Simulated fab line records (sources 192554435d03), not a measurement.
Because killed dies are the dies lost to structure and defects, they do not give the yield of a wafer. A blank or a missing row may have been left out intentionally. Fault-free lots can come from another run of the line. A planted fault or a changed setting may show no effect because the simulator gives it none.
Which tool did it? / flow n5 finfet / Sampling: 8 lots, 24 wafers, 9 of 1938 route steps

== WHAT THE GAUGES READ, wafer by wafer ==
N5_DUMMY_GATE_CD_MEAS_24 targets a cd of 15 nm. Usual: cd nm at 15.2 nm, with a standard deviation of 0.34.
lot=L891; measured=day 4 16:42; on=cd sem-02; cd nm (nm)=15.4 15.1 15.4; flag=
lot=L892; measured=day 4 23:31; on=cd sem-03; cd nm (nm)=15.3 15.6 15.5; flag=
lot=L894; measured=day 5 12:47; on=cd sem-02; cd nm (nm)=15.0 15.8 15.3; flag=
lot=L901; measured=day 7 07:44; on=cd sem-01; cd nm (nm)=15.0 15.1 15.0; flag=
lot=L903; measured=day 7 23:41; on=cd sem-03; cd nm (nm)=14.9 15.2 15.7; flag=
lot=L905; measured=day 8 09:47; on=cd sem-02; cd nm (nm)=14.8 15.2 15.6; flag=
lot=L906; measured=day 8 11:53; on=cd sem-01; cd nm (nm)=15.4 15.6 15.1; flag=
lot=L907; measured=day 8 17:25; on=cd sem-03; cd nm (nm)=15.1 15.7 15.2; flag=

N5_DUMMY_GATE_INSPECT_27: inspects for defects (brightfield). Usual: raw defect count at 290, with a standard deviation of 82.
lot=L891; measured=day 4 17:01; on=defect inspect-01; raw defect count=313 363 239; flag=
lot=L892; measured=day 4 23:47; on=defect inspect-01; raw defect count=234 280 405; flag=
lot=L894; measured=day 5 13:16; on=defect inspect-02; raw defect count=254 493 401; flag=
lot=L901; measured=day 7 08:01; on=defect inspect-01; raw defect count=233 808 339; flag=
lot=L903; measured=day 7 23:58; on=defect inspect-01; raw defect count=806 235 230; flag=
lot=L905; measured=day 8 10:05; on=defect inspect-01; raw defect count=309 312 341; flag=
lot=L906; measured=day 8 12:14; on=defect inspect-02; raw defect count=327 377 298; flag=
lot=L907; measured=day 8 17:42; on=defect inspect-01; raw defect count=464 291 355; flag=

N5_SPACER0_INSPECT_04: inspects for defects (darkfield). Usual: raw defect count at 137, with a standard deviation of 34.
lot=L891; measured=day 4 18:39; on=defect inspect-01; raw defect count=128 149 97; flag=
lot=L892; measured=day 5 00:24; on=defect inspect-01; raw defect count=115 135 188; flag=
lot=L894; measured=day 5 13:53; on=defect inspect-02; raw defect count=109 213 140; flag=
lot=L901; measured=day 7 08:37; on=defect inspect-01; raw defect count=106 658 153; flag=OFF
lot=L903; measured=day 8 00:35; on=defect inspect-02; raw defect count=665 137 119; flag=OFF
lot=L905; measured=day 8 10:42; on=defect inspect-02; raw defect count=161 154 154; flag=
lot=L906; measured=day 8 12:51; on=defect inspect-02; raw defect count=137 152 131; flag=
lot=L907; measured=day 8 20:02; on=defect inspect-02; raw defect count=217 127 158; flag=

N5_SD_EPI_N_INSPECT_11: inspects for defects (macro). Usual: raw defect count at 2.1, with a standard deviation of 1.4.
lot=L891; measured=day 4 18:59; on=defect inspect-01; raw defect count=1 3 0; flag=
lot=L892; measured=day 5 00:51; on=defect inspect-02; raw defect count=1 2 1; flag=
lot=L894; measured=day 5 14:20; on=defect inspect-02; raw defect count=1 2 3; flag=
lot=L901; measured=day 7 09:04; on=defect inspect-01; raw defect count=1 >300 3; flag=
lot=L903; measured=day 8 01:02; on=defect inspect-02; raw defect count=>300 1 3; flag=
lot=L905; measured=day 8 11:09; on=defect inspect-02; raw defect count=2 4 2; flag=
lot=L906; measured=day 8 13:18; on=defect inspect-01; raw defect count=4 4 1; flag=
lot=L907; measured=day 8 20:29; on=defect inspect-01; raw defect count=4 1 4; flag=

N5_SD_EPI_N_INSPECT_26: inspects for defects (darkfield). Usual: raw defect count at 201, with a standard deviation of 42.
lot=L891; measured=day 5 02:06; on=defect inspect-02; raw defect count=188 239 198; flag=
lot=L892; measured=day 5 04:50; on=defect inspect-02; raw defect count=180 221 246; flag=
lot=L894; measured=day 5 19:38; on=defect inspect-02; raw defect count=170 297 201; flag=
lot=L901; measured=day 7 14:47; on=defect inspect-01; raw defect count=190 712 198; flag=OFF
lot=L903; measured=day 8 05:10; on=defect inspect-01; raw defect count=771 141 252; flag=OFF
lot=L905; measured=day 8 19:36; on=defect inspect-02; raw defect count=220 194 210; flag=
lot=L906; measured=day 8 19:23; on=defect inspect-02; raw defect count=171 199 200; flag=
lot=L907; measured=day 9 00:32; on=defect inspect-01; raw defect count=276 201 218; flag=

N5_BEOL_M4_RC_MEAS_101. Usual: DIBL_N 35.3 mV/V, standard deviation 1.5; DIBL_P 35.3 mV/V, standard deviation 1.9; IOFF_N 0.145 nA/um, standard deviation 0.027; IOFF_P 0.20 nA/um, standard deviation 0.033; ION_N 670 uA/um, standard deviation 12; ION_P 462 uA/um, standard deviation 6.8; SS_N 71.3 mV/dec, standard deviation 0.6; SS_P 73.1 mV/dec, standard deviation 0.7; VT_N 251 mV, standard deviation 3.4; VT_P -251 mV, standard deviation 3.2.
lot=L891; measured=day 10 06:46; on=prober-01; DIBL_N (mV/V)=34.0 35.1 34.4; DIBL_P (mV/V)=34.3 34.7 34.0; IOFF_N (nA/um)=0.135 0.151 0.135; IOFF_P (nA/um)=0.19 0.20 0.19; ION_N (uA/um)=681 682 681; ION_P (uA/um)=471 466 467; SS_N (mV/dec)=70.8 70.5 70.9; SS_P (mV/dec)=72.8 72.7 71.7; VT_N (mV)=251 246 252; VT_P (mV)=-250 -248 -250; flag=
lot=L892; measured=day 10 07:54; on=prober-01; DIBL_N (mV/V)=33.5 35.2 35.6; DIBL_P (mV/V)=32.2 35.0 34.7; IOFF_N (nA/um)=0.094 0.133 0.128; IOFF_P (nA/um)=0.16 0.20 0.20; ION_N (uA/um)=647 670 664; ION_P (uA/um)=456 468 464; SS_N (mV/dec)=71.0 70.8 70.7; SS_P (mV/dec)=72.5 73.1 72.9; VT_N (mV)=258 251 252; VT_P (mV)=-253 -251 -253; flag=
lot=L894; measured=day 11 01:06; on=prober-02; DIBL_N (mV/V)=33.6 33.6 34.0; DIBL_P (mV/V)=32.8 33.8 34.8; IOFF_N (nA/um)=0.111 0.130 0.126; IOFF_P (nA/um)=0.17 0.20 0.20; ION_N (uA/um)=659 674 656; ION_P (uA/um)=452 474 458; SS_N (mV/dec)=70.7 70.3 71.2; SS_P (mV/dec)=71.5 72.5 72.3; VT_N (mV)=256 249 255; VT_P (mV)=-253 -250 -248; flag=
lot=L901; measured=day 13 03:14; on=prober-01; DIBL_N (mV/V)=35.8 34.0 37.7; DIBL_P (mV/V)=35.4 33.6 37.9; IOFF_N (nA/um)=0.139 0.103 0.166; IOFF_P (nA/um)=0.19 0.17 0.23; ION_N (uA/um)=667 641 659; ION_P (uA/um)=461 449 453; SS_N (mV/dec)=71.4 71.2 71.9; SS_P (mV/dec)=72.9 73.1 73.5; VT_N (mV)=256 257 251; VT_P (mV)=-252 -254 -252; flag=
lot=L903; measured=day 13 14:29; on=prober-01; DIBL_N (mV/V)=35.4 35.7 33.4; DIBL_P (mV/V)=36.6 36.8 34.4; IOFF_N (nA/um)=0.162 0.163 0.128; IOFF_P (nA/um)=0.20 0.20 0.16; ION_N (uA/um)=679 680 675; ION_P (uA/um)=462 464 462; SS_N (mV/dec)=71.3 70.8 69.8; SS_P (mV/dec)=73.0 73.5 72.7; VT_N (mV)=248 248 250; VT_P (mV)=-253 -254 -256; flag=
lot=L905; measured=day 13 16:16; on=prober-01; DIBL_N (mV/V)=36.1 36.3 35.4; DIBL_P (mV/V)=34.9 35.3 35.1; IOFF_N (nA/um)=0.148 0.159 0.150; IOFF_P (nA/um)=0.18 0.19 0.19; ION_N (uA/um)=668 676 662; ION_P (uA/um)=454 462 461; SS_N (mV/dec)=71.4 71.4 71.5; SS_P (mV/dec)=73.0 73.0 73.4; VT_N (mV)=251 248 247; VT_P (mV)=-255 -253 -252; flag=
lot=L906; measured=day 13 19:15; on=prober-02; DIBL_N (mV/V)=36.9 35.1 37.1; DIBL_P (mV/V)=37.1 34.1 36.7; IOFF_N (nA/um)=0.151 0.120 0.148; IOFF_P (nA/um)=0.21 0.18 0.22; ION_N (uA/um)=667 663 658; ION_P (uA/um)=460 465 456; SS_N (mV/dec)=71.1 71.8 71.5; SS_P (mV/dec)=73.5 72.4 73.8; VT_N (mV)=248 254 250; VT_P (mV)=-249 -250 -248; flag=
lot=L907; measured=day 13 23:03; on=prober-01; DIBL_N (mV/V)=36.4 35.1 34.8; DIBL_P (mV/V)=36.2 34.7 33.9; IOFF_N (nA/um)=0.156 0.147 0.126; IOFF_P (nA/um)=0.21 0.19 0.17; ION_N (uA/um)=663 675 657; ION_P (uA/um)=459 458 457; SS_N (mV/dec)=71.5 70.4 70.7; SS_P (mV/dec)=73.0 72.8 72.9; VT_N (mV)=250 249 252; VT_P (mV)=-249 -250 -255; flag=

== WHICH TOOL RAN EACH LOT (tool, then ch and the chambers of the sampled wafers, then the start) ==
lot=L891; N5_DUMMY_GATE_ETCH_32=rie si-03 ch 1,2,3, day 4 16:29; N5_DUMMY_GATE_ETCH_44=rie si-03 ch 1,2,3, day 4 16:35; N5_SPACER0_ALD_08=ald sin-03 ch 2,3, day 4 18:30
lot=L892; N5_DUMMY_GATE_ETCH_32=rie si-02 ch 0,2,3, day 4 23:19; N5_DUMMY_GATE_ETCH_44=rie si-02 ch 0,2,3, day 4 23:24; N5_SPACER0_ALD_08=ald sin-02 ch 0,3, day 5 00:14
lot=L894; N5_DUMMY_GATE_ETCH_32=rie si-03 ch 0,1,2, day 5 12:35; N5_DUMMY_GATE_ETCH_44=rie si-03 ch 0,1,2, day 5 12:41; N5_SPACER0_ALD_08=ald sin-01 ch 0,1,3, day 5 13:43
lot=L901; N5_DUMMY_GATE_ETCH_32=rie si-03 ch 1,2,3, day 7 07:32; N5_DUMMY_GATE_ETCH_44=rie si-03 ch 1,2,3, day 7 07:37; N5_SPACER0_ALD_08=ald sin-02 ch 0,3, day 7 08:28
lot=L903; N5_DUMMY_GATE_ETCH_32=rie si-03 ch 2,3, day 7 23:29; N5_DUMMY_GATE_ETCH_44=rie si-03 ch 2,3, day 7 23:35; N5_SPACER0_ALD_08=ald sin-03 ch 0,2,3, day 8 00:25
lot=L905; N5_DUMMY_GATE_ETCH_32=rie si-01 ch 0,2,3, day 8 09:35; N5_DUMMY_GATE_ETCH_44=rie si-01 ch 0,2,3, day 8 09:41; N5_SPACER0_ALD_08=ald sin-02 ch 0,1,3, day 8 10:32
lot=L906; N5_DUMMY_GATE_ETCH_32=rie si-02 ch 0,2, day 8 11:41; N5_DUMMY_GATE_ETCH_44=rie si-02 ch 0,2, day 8 11:46; N5_SPACER0_ALD_08=ald sin-01 ch 1,3, day 8 12:41
lot=L907; N5_DUMMY_GATE_ETCH_32=rie si-02 ch 0,1,3, day 8 17:13; N5_DUMMY_GATE_ETCH_44=rie si-02 ch 0,1,3, day 8 17:19; N5_SPACER0_ALD_08=ald sin-03 ch 0,2,3, day 8 19:53
- N5_DUMMY_GATE_ETCH_32: etches SiO2 in CF4, target depth 3.5 nm, time 3.9 s.
- N5_DUMMY_GATE_ETCH_44: etches poly-Si in HBr/O2, stops on SiO2, target depth 127.5 nm.
- N5_SPACER0_ALD_08: deposits SiNx, target thk 2 nm.

== WHAT THE TOOLS THEMSELVES READ (means of the sampled wafers that have a number; where no wafer has one, the mark that the record gives instead) ==
N5_DUMMY_GATE_ETCH_32. Usual: chamber pressure mTorr 10.000 mTorr, standard deviation 0.0093; drypump motor current A 5.8 A, standard deviation 0.5; oes product au 1.002 a.u., standard deviation 0.022; throttle valve pct 21.8 %, standard deviation 0.33.
lot=L891; tool=rie si-03; chamber pressure mTorr (mTorr)=10.015; drypump motor current A (A)=5.8; oes product au (a.u.)=1.003; throttle valve pct (%)=21.6; flag=
lot=L892; tool=rie si-02; chamber pressure mTorr (mTorr)=10.005; drypump motor current A (A)=6.1; oes product au (a.u.)=1.003; throttle valve pct (%)=21.9; flag=
lot=L894; tool=rie si-03; chamber pressure mTorr (mTorr)=9.997; drypump motor current A (A)=6.0; oes product au (a.u.)=1.019; throttle valve pct (%)=21.9; flag=
lot=L901; tool=rie si-03; chamber pressure mTorr (mTorr)=9.998; drypump motor current A (A)=5.7; oes product au (a.u.)=1.006; throttle valve pct (%)=21.6; flag=
lot=L903; tool=rie si-03; chamber pressure mTorr (mTorr)=9.999; drypump motor current A (A)=5.8; oes product au (a.u.)=1.002; throttle valve pct (%)=21.4; flag=
lot=L905; tool=rie si-01; chamber pressure mTorr (mTorr)=10.011; drypump motor current A (A)=5.8; oes product au (a.u.)=1.002; throttle valve pct (%)=21.9; flag=
lot=L906; tool=rie si-02; chamber pressure mTorr (mTorr)=9.998; drypump motor current A (A)=5.9; oes product au (a.u.)=1.002; throttle valve pct (%)=22.1; flag=
lot=L907; tool=rie si-02; chamber pressure mTorr (mTorr)=9.993; drypump motor current A (A)=5.9; oes product au (a.u.)=1.001; throttle valve pct (%)=21.8; flag=

N5_DUMMY_GATE_ETCH_44. Usual: chamber pressure mTorr 20.001 mTorr, standard deviation 0.018; drypump motor current A 5.8 A, standard deviation 0.5; oes product au 0.730 a.u., standard deviation 0.012; throttle valve pct 18.48 %, standard deviation 0.25.
lot=L891; tool=rie si-03; chamber pressure mTorr (mTorr)=20.007; drypump motor current A (A)=5.7; oes product au (a.u.)=0.725; throttle valve pct (%)=18.34; flag=
lot=L892; tool=rie si-02; chamber pressure mTorr (mTorr)=19.992; drypump motor current A (A)=6.1; oes product au (a.u.)=0.714; throttle valve pct (%)=18.57; flag=
lot=L894; tool=rie si-03; chamber pressure mTorr (mTorr)=19.990; drypump motor current A (A)=6.0; oes product au (a.u.)=0.738; throttle valve pct (%)=18.56; flag=
lot=L901; tool=rie si-03; chamber pressure mTorr (mTorr)=19.996; drypump motor current A (A)=5.8; oes product au (a.u.)=0.733; throttle valve pct (%)=18.35; flag=
lot=L903; tool=rie si-03; chamber pressure mTorr (mTorr)=20.023; drypump motor current A (A)=5.8; oes product au (a.u.)=0.728; throttle valve pct (%)=18.21; flag=
lot=L905; tool=rie si-01; chamber pressure mTorr (mTorr)=20.011; drypump motor current A (A)=5.8; oes product au (a.u.)=0.732; throttle valve pct (%)=18.53; flag=
lot=L906; tool=rie si-02; chamber pressure mTorr (mTorr)=19.986; drypump motor current A (A)=5.8; oes product au (a.u.)=0.720; throttle valve pct (%)=18.71; flag=
lot=L907; tool=rie si-02; chamber pressure mTorr (mTorr)=20.005; drypump motor current A (A)=5.9; oes product au (a.u.)=0.722; throttle valve pct (%)=18.45; flag=

N5_SPACER0_ALD_08. Usual: heater power w at 847 W, with a standard deviation of 81.
lot=L891; tool=ald sin-03; heater power w (W)=888; flag=
lot=L892; tool=ald sin-02; heater power w (W)=840; flag=
lot=L894; tool=ald sin-01; heater power w (W)=916; flag=
lot=L901; tool=ald sin-02; heater power w (W)=794; flag=
lot=L903; tool=ald sin-03; heater power w (W)=816; flag=
lot=L905; tool=ald sin-02; heater power w (W)=819; flag=
lot=L906; tool=ald sin-01; heater power w (W)=919; flag=
lot=L907; tool=ald sin-03; heater power w (W)=810; flag=

== THE ANSWER, worked out from the rows above alone ==
Rule: a lot counts as off when the mean over its wafers that have a number is more than 3 standard deviations away from the usual mean. A lot without any number at a reading at which 4 lots or more have one is off too. All remaining lots with rows at the step are treated as sound. Order of review: gauges by route order, followed by the tools' own readings, for which a lot's mean as printed above is used. At the first step where some lot is off, the reading lying furthest off is the one used; lots without a number count as furthest.
Off: L901, L903, at N5_SPACER0_INSPECT_04 (raw defect count).
A tool fits if, at a process step before that reading, it ran every lot that is off, and no sound lot after the first of them. The gauges at N5_SPACER0_INSPECT_04 are tried like those tools. One candidate fits, namely rie si-03 at N5_DUMMY_GATE_ETCH_32 and N5_DUMMY_GATE_ETCH_44. At N5_DUMMY_GATE_ETCH_32 its last sound lot is L894 (day 5 12:35), its first lot that is off L901 (day 7 07:32): a fault that began between those two fits.

== WHAT THE SIMULATOR HAD PUT IN ==
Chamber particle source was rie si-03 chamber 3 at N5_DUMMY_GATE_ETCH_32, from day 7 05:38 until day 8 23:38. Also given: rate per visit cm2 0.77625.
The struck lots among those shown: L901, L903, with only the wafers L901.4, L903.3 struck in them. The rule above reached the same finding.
